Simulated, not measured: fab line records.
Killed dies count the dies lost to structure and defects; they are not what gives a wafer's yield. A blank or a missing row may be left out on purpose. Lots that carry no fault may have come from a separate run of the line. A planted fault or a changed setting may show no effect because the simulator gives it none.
Which tool did it? :: flow n5 finfet :: 9 lots with 27 wafers sampled at 5 steps, on a route of 1938 steps

== WHAT THE GAUGES READ, wafer by wafer ==
N5_DUMMY_GATE_THK_MEAS_05. Usual: thk nm at 72.1 nm, with a standard deviation of 0.94.
lot: L502
measured: day 3 10:58
on: film metro-02
thk nm (nm): 71.5 74.1 73.1
flag: 

lot: L505
measured: day 4 04:26
on: film metro-01
thk nm (nm): 71.5 73.1 73.2
flag: 

lot: L506
measured: day 4 12:58
on: film metro-02
thk nm (nm): 73.6 70.9 71.8
flag: 

lot: L507
measured: day 4 18:43
on: film metro-02
thk nm (nm): 73.5 72.3 73.2
flag: 

lot: L516
measured: day 6 23:49
on: film metro-01
thk nm (nm): 73.3 72.0 74.2
flag: 

lot: L518
measured: day 7 12:56
on: film metro-01
thk nm (nm): 71.8 71.6 71.7
flag: 

lot: L520
measured: day 8 01:38
on: film metro-01
thk nm (nm): 70.9 71.5 72.5
flag: 

lot: L521
measured: day 8 05:17
on: film metro-01
thk nm (nm): 71.8 70.7 71.4
flag: 

lot: L522
measured: day 8 16:45
on: film metro-02
thk nm (nm): 70.8 72.1 71.8
flag: 

N5_BEOL_M4_RC_MEAS_101. Usual: DIBL_N 36.4 mV/V, standard deviation 1.4; DIBL_P 36.3 mV/V, standard deviation 1.8; IOFF_N 0.163 nA/um, standard deviation 0.024; IOFF_P 0.21 nA/um, standard deviation 0.034; ION_N 673 uA/um, standard deviation 11; ION_P 461 uA/um, standard deviation 7.4; SS_N 71.6 mV/dec, standard deviation 0.52; SS_P 73.3 mV/dec, standard deviation 0.58; VT_N 249.4 mV, standard deviation 2.5; VT_P -250 mV, standard deviation 3.5.
lot: L502
measured: day 8 18:12
on: prober-02
DIBL_N (mV/V): 36.8 36.2 35.0
DIBL_P (mV/V): 37.2 36.3 35.3
IOFF_N (nA/um): 0.173 0.167 0.147
IOFF_P (nA/um): 0.19 0.19 0.17
ION_N (uA/um): 674 685 668
ION_P (uA/um): 449 455 453
SS_N (mV/dec): 71.8 71.4 71.9
SS_P (mV/dec): 73.8 72.5 72.8
VT_N (mV): 246.7 246.7 251.3
VT_P (mV): -254 -254 -254
flag: 

lot: L505
measured: day 9 07:05
on: prober-01
DIBL_N (mV/V): 37.5 35.5 38.3
DIBL_P (mV/V): 36.9 34.4 37.3
IOFF_N (nA/um): 0.177 0.136 0.186
IOFF_P (nA/um): 0.25 0.20 0.27
ION_N (uA/um): 684 668 677
ION_P (uA/um): 470 464 467
SS_N (mV/dec): 72.3 71.2 71.6
SS_P (mV/dec): 73.5 72.7 73.2
VT_N (mV): 250.3 249.4 249.5
VT_P (mV): -245 -249 -244
flag: 

lot: L506
measured: day 9 17:22
on: prober-01
DIBL_N (mV/V): 34.1 35.7 34.1
DIBL_P (mV/V): 35.5 37.6 35.9
IOFF_N (nA/um): 0.139 0.168 0.138
IOFF_P (nA/um): 0.18 0.22 0.19
ION_N (uA/um): 652 668 656
ION_P (uA/um): 448 455 455
SS_N (mV/dec): 71.5 71.9 71.8
SS_P (mV/dec): 73.3 73.5 73.8
VT_N (mV): 253.9 249.8 253.2
VT_P (mV): -253 -252 -254
flag: 

lot: L507
measured: day 9 20:26
on: prober-02
DIBL_N (mV/V): 36.0 35.0 36.5
DIBL_P (mV/V): 36.8 35.7 37.7
IOFF_N (nA/um): 0.169 0.145 0.174
IOFF_P (nA/um): 0.23 0.21 0.26
ION_N (uA/um): 665 666 680
ION_P (uA/um): 461 457 475
SS_N (mV/dec): 72.1 71.0 71.9
SS_P (mV/dec): 73.5 73.2 73.9
VT_N (mV): 248.2 248.0 247.9
VT_P (mV): -247 -249 -244
flag: 

lot: L516
measured: day 12 02:36
on: prober-01
DIBL_N (mV/V): 36.4 34.9 35.2
DIBL_P (mV/V): 37.2 35.6 36.2
IOFF_N (nA/um): 0.175 0.147 0.153
IOFF_P (nA/um): 0.22 0.19 0.19
ION_N (uA/um): 676 683 682
ION_P (uA/um): 461 465 468
SS_N (mV/dec): 71.5 70.5 70.8
SS_P (mV/dec): 73.4 72.6 72.1
VT_N (mV): 248.3 248.1 249.0
VT_P (mV): -248 -251 -251
flag: 

lot: L518
measured: day 12 19:30
on: prober-02
DIBL_N (mV/V): 37.2 36.8 36.7
DIBL_P (mV/V): 37.3 36.7 37.1
IOFF_N (nA/um): 0.153 0.150 0.156
IOFF_P (nA/um): 0.21 0.20 0.21
ION_N (uA/um): 674 665 679
ION_P (uA/um): 457 459 463
SS_N (mV/dec): 72.6 71.8 71.8
SS_P (mV/dec): 73.9 73.5 73.9
VT_N (mV): 250.4 252.3 251.0
VT_P (mV): -250 -251 -253
flag: 

lot: L520
measured: day 13 15:14
on: prober-02
DIBL_N (mV/V): 35.1 36.0 35.1
DIBL_P (mV/V): 34.8 35.2 35.0
IOFF_N (nA/um): 0.137 0.146 0.142
IOFF_P (nA/um): 0.19 0.20 0.20
ION_N (uA/um): 665 666 662
ION_P (uA/um): 460 455 456
SS_N (mV/dec): 70.9 71.1 70.9
SS_P (mV/dec): 73.0 72.9 72.6
VT_N (mV): 250.8 251.1 248.0
VT_P (mV): -250 -250 -248
flag: 

lot: L521
measured: day 13 12:08
on: prober-02
DIBL_N (mV/V): 35.3 34.5 35.9
DIBL_P (mV/V): 31.4 30.9 32.4
IOFF_N (nA/um): 0.130 0.117 0.137
IOFF_P (nA/um): 0.15 0.14 0.16
ION_N (uA/um): 674 669 660
ION_P (uA/um): 453 450 446
SS_N (mV/dec): 71.3 70.8 70.6
SS_P (mV/dec): 72.9 72.6 72.0
VT_N (mV): 250.6 251.5 250.8
VT_P (mV): -258 -257 -255
flag: 

lot: L522
measured: day 13 18:05
on: prober-01
DIBL_N (mV/V): 37.4 40.3 36.6
DIBL_P (mV/V): 35.5 38.7 33.9
IOFF_N (nA/um): 0.158 0.217 0.146
IOFF_P (nA/um): 0.23 0.30 0.22
ION_N (uA/um): 674 691 656
ION_P (uA/um): 466 465 458
SS_N (mV/dec): 71.0 72.4 71.6
SS_P (mV/dec): 73.2 73.9 72.1
VT_N (mV): 249.3 245.3 254.2
VT_P (mV): -247 -242 -247
flag: 

== TOOL THAT RAN EACH LOT (tool first, then ch and the chambers of the sampled wafers, then the start) ==
lot: L502
N5_DUMMY_GATE_ALD_02: ald sin-04 ch 2,3, day 3 06:52
N5_DUMMY_GATE_STRIP_40: rie diel-01 ch 0,1,2, day 3 15:59
N5_DUMMY_GATE_ETCH_31: rie diel-05 ch 1,2,3, day 3 16:05

lot: L505
N5_DUMMY_GATE_ALD_02: ald sin-01 ch 1,2,3, day 4 00:19
N5_DUMMY_GATE_STRIP_40: rie diel-01 ch 0,1,2, day 4 11:38
N5_DUMMY_GATE_ETCH_31: rie diel-01 ch 0,1,2, day 4 11:50

lot: L506
N5_DUMMY_GATE_ALD_02: ald sin-01 ch 0,2,3, day 4 08:52
N5_DUMMY_GATE_STRIP_40: rie diel-05 ch 0,1, day 4 17:50
N5_DUMMY_GATE_ETCH_31: rie diel-02 ch 1,2,3, day 4 18:09

lot: L507
N5_DUMMY_GATE_ALD_02: ald sin-04 ch 1,2, day 4 12:43
N5_DUMMY_GATE_STRIP_40: rie diel-02 ch 0,1,3, day 4 23:28
N5_DUMMY_GATE_ETCH_31: rie diel-02 ch 0,3, day 4 23:34

lot: L516
N5_DUMMY_GATE_ALD_02: ald sin-04 ch 0,1, day 6 19:43
N5_DUMMY_GATE_STRIP_40: rie diel-05 ch 1,2,3, day 7 04:44
N5_DUMMY_GATE_ETCH_31: rie diel-01 ch 0,1,2, day 7 04:50

lot: L518
N5_DUMMY_GATE_ALD_02: ald sin-04 ch 0,1, day 7 08:50
N5_DUMMY_GATE_STRIP_40: rie diel-05 ch 0,1, day 7 17:42
N5_DUMMY_GATE_ETCH_31: rie diel-05 ch 0,1,2, day 7 17:47

lot: L520
N5_DUMMY_GATE_ALD_02: ald sin-02 ch 0,2,3, day 7 21:33
N5_DUMMY_GATE_STRIP_40: rie diel-02 ch 1,2,3, day 8 09:41
N5_DUMMY_GATE_ETCH_31: rie diel-02 ch 1,2, day 8 09:47

lot: L521
N5_DUMMY_GATE_ALD_02: ald sin-01 ch 1,2,3, day 8 01:01
N5_DUMMY_GATE_STRIP_40: rie diel-01 ch 0,1,2, day 8 13:37
N5_DUMMY_GATE_ETCH_31: rie diel-02 ch 1,2,3, day 8 13:46

lot: L522
N5_DUMMY_GATE_ALD_02: ald sin-01 ch 2,3, day 8 07:19
N5_DUMMY_GATE_STRIP_40: rie diel-02 ch 0,1,3, day 8 21:37
N5_DUMMY_GATE_ETCH_31: rie diel-05 ch 1,2,3, day 8 21:43
- N5_DUMMY_GATE_ALD_02: deposits SiO2, target thk 2 nm, pulse time 1 s.
- N5_DUMMY_GATE_STRIP_40: strips in CF4.
- N5_DUMMY_GATE_ETCH_31: etches SiO2 in C4F6/O2, target depth 82.5 nm, time 27.5 s.

== AS READ BY THE TOOLS THEMSELVES (means over the sampled wafers that have a number; for cases with no such wafer, the mark the record gives instead) ==
N5_DUMMY_GATE_ALD_02. Usual: heater power w 463 W, standard deviation 39; precursor pulse height rel 1.002, standard deviation 0.018.
lot: L502
tool: ald sin-04
heater power w (W): 494
precursor pulse height rel: 1.003
flag: 

lot: L505
tool: ald sin-01
heater power w (W): 434
precursor pulse height rel: 1.009
flag: 

lot: L506
tool: ald sin-01
heater power w (W): 460
precursor pulse height rel: 1.003
flag: 

lot: L507
tool: ald sin-04
heater power w (W): 487
precursor pulse height rel: 1.005
flag: 

lot: L516
tool: ald sin-04
heater power w (W): 441
precursor pulse height rel: 0.995
flag: 

lot: L518
tool: ald sin-04
heater power w (W): 425
precursor pulse height rel: 1.000
flag: 

lot: L520
tool: ald sin-02
heater power w (W): 495
precursor pulse height rel: 1.000
flag: 

lot: L521
tool: ald sin-01
heater power w (W): 424
precursor pulse height rel: 0.997
flag: 

lot: L522
tool: ald sin-01
heater power w (W): 422
precursor pulse height rel: 1.021
flag: 

N5_DUMMY_GATE_STRIP_40. Usual: value, then standard deviation, for each; bias power w 75.03 W / 0.23; cf4 flow sccm 150.0 sccm / 0.45; drypump motor current A 5.9 A / 0.34; oes product au 0.77 a.u. / 0.075; rf vpp V 271.6 V / 1.2; showerhead plenum p Torr 1.818 Torr / 0.027; throttle valve pct 13.58 % / 0.23.
lot: L502
tool: rie diel-01
bias power w (W): 75.01
cf4 flow sccm (sccm): 149.9
drypump motor current A (A): 5.9
oes product au (a.u.): 0.70
rf vpp V (V): 271.3
showerhead plenum p Torr (Torr): 1.834
throttle valve pct (%): 13.70
flag: 

lot: L505
tool: rie diel-01
bias power w (W): -
cf4 flow sccm (sccm): -
drypump motor current A (A): -
oes product au (a.u.): -
rf vpp V (V): -
showerhead plenum p Torr (Torr): -
throttle valve pct (%): -
flag: OFF

lot: L506
tool: rie diel-05
bias power w (W): -
cf4 flow sccm (sccm): -
drypump motor current A (A): -
oes product au (a.u.): -
rf vpp V (V): -
showerhead plenum p Torr (Torr): -
throttle valve pct (%): -
flag: OFF

lot: L507
tool: rie diel-02
bias power w (W): -
cf4 flow sccm (sccm): -
drypump motor current A (A): -
oes product au (a.u.): -
rf vpp V (V): -
showerhead plenum p Torr (Torr): -
throttle valve pct (%): -
flag: OFF

lot: L516
tool: rie diel-05
bias power w (W): 75.06
cf4 flow sccm (sccm): 149.9
drypump motor current A (A): 5.8
oes product au (a.u.): 0.80
rf vpp V (V): 272.2
showerhead plenum p Torr (Torr): 1.827
throttle valve pct (%): 13.39
flag: 

lot: L518
tool: rie diel-05
bias power w (W): 75.07
cf4 flow sccm (sccm): 149.9
drypump motor current A (A): 6.0
oes product au (a.u.): 0.87
rf vpp V (V): 271.2
showerhead plenum p Torr (Torr): 1.827
throttle valve pct (%): 13.46
flag: 

lot: L520
tool: rie diel-02
bias power w (W): 75.27
cf4 flow sccm (sccm): 149.7
drypump motor current A (A): 6.1
oes product au (a.u.): 0.80
rf vpp V (V): 271.8
showerhead plenum p Torr (Torr): 1.809
throttle valve pct (%): 13.59
flag: 

lot: L521
tool: rie diel-01
bias power w (W): 75.10
cf4 flow sccm (sccm): 150.4
drypump motor current A (A): 5.9
oes product au (a.u.): 0.68
rf vpp V (V): 271.2
showerhead plenum p Torr (Torr): 1.825
throttle valve pct (%): 13.78
flag: 

lot: L522
tool: rie diel-02
bias power w (W): 74.87
cf4 flow sccm (sccm): 150.0
drypump motor current A (A): 5.8
oes product au (a.u.): 0.75
rf vpp V (V): 271.0
showerhead plenum p Torr (Torr): 1.803
throttle valve pct (%): 13.60
flag: 

N5_DUMMY_GATE_ETCH_31. Usual: drypump motor current A 5.9 A, standard deviation 0.34; oes product au 0.80 a.u., standard deviation 0.092; rf vpp V 667 V, standard deviation 5.1; showerhead plenum p Torr 2.89 Torr, standard deviation 0.043; throttle valve pct 21.14 %, standard deviation 0.22.
lot: L502
tool: rie diel-05
drypump motor current A (A): 5.8
oes product au (a.u.): 0.85
rf vpp V (V): 670
showerhead plenum p Torr (Torr): 2.92
throttle valve pct (%): 20.97
flag: 

lot: L505
tool: rie diel-01
drypump motor current A (A): 5.9
oes product au (a.u.): 0.70
rf vpp V (V): 670
showerhead plenum p Torr (Torr): 2.90
throttle valve pct (%): 21.16
flag: 

lot: L506
tool: rie diel-02
drypump motor current A (A): 6.1
oes product au (a.u.): 0.74
rf vpp V (V): 668
showerhead plenum p Torr (Torr): 2.88
throttle valve pct (%): 21.27
flag: 

lot: L507
tool: rie diel-02
drypump motor current A (A): 5.5
oes product au (a.u.): 0.81
rf vpp V (V): 663
showerhead plenum p Torr (Torr): 2.88
throttle valve pct (%): 21.02
flag: 

lot: L516
tool: rie diel-01
drypump motor current A (A): 5.9
oes product au (a.u.): 0.69
rf vpp V (V): 670
showerhead plenum p Torr (Torr): 2.89
throttle valve pct (%): 21.19
flag: 

lot: L518
tool: rie diel-05
drypump motor current A (A): 5.8
oes product au (a.u.): 0.87
rf vpp V (V): 668
showerhead plenum p Torr (Torr): 2.89
throttle valve pct (%): 21.05
flag: 

lot: L520
tool: rie diel-02
drypump motor current A (A): 6.3
oes product au (a.u.): 0.90
rf vpp V (V): 666
showerhead plenum p Torr (Torr): 2.88
throttle valve pct (%): 21.28
flag: 

lot: L521
tool: rie diel-02
drypump motor current A (A): 6.1
oes product au (a.u.): 0.81
rf vpp V (V): 667
showerhead plenum p Torr (Torr): 2.86
throttle valve pct (%): 21.19
flag: 

lot: L522
tool: rie diel-05
drypump motor current A (A): 5.8
oes product au (a.u.): 0.79
rf vpp V (V): 669
showerhead plenum p Torr (Torr): 2.90
throttle valve pct (%): 21.01
flag: 

== THE ANSWER, worked out from the rows above alone ==
Rule: lot off if the mean of its wafers having a number is beyond 3 standard deviations from the usual mean. Also off: a lot with no number at a reading for which 4 or more lots have one. Where the step has rows for the other lots, those lots are counted as sound. After the gauges, taken in route order, come the tools' own readings; for these a lot's mean is taken, as printed above. The first step at which some lot is off is used, and at that step the reading that is off furthest; a lot without a number counts as furthest.
Off: L505, L506, L507 (N5_DUMMY_GATE_STRIP_40, bias power w). Without a number there: L505, L506, L507.
If a tool, at that step or one of the process steps before it, ran each lot that is off and ran no sound lot following the first of them, it fits. Not one of the candidates tried fits.

== WHAT HAD BEEN PUT IN BY THE SIMULATOR ==
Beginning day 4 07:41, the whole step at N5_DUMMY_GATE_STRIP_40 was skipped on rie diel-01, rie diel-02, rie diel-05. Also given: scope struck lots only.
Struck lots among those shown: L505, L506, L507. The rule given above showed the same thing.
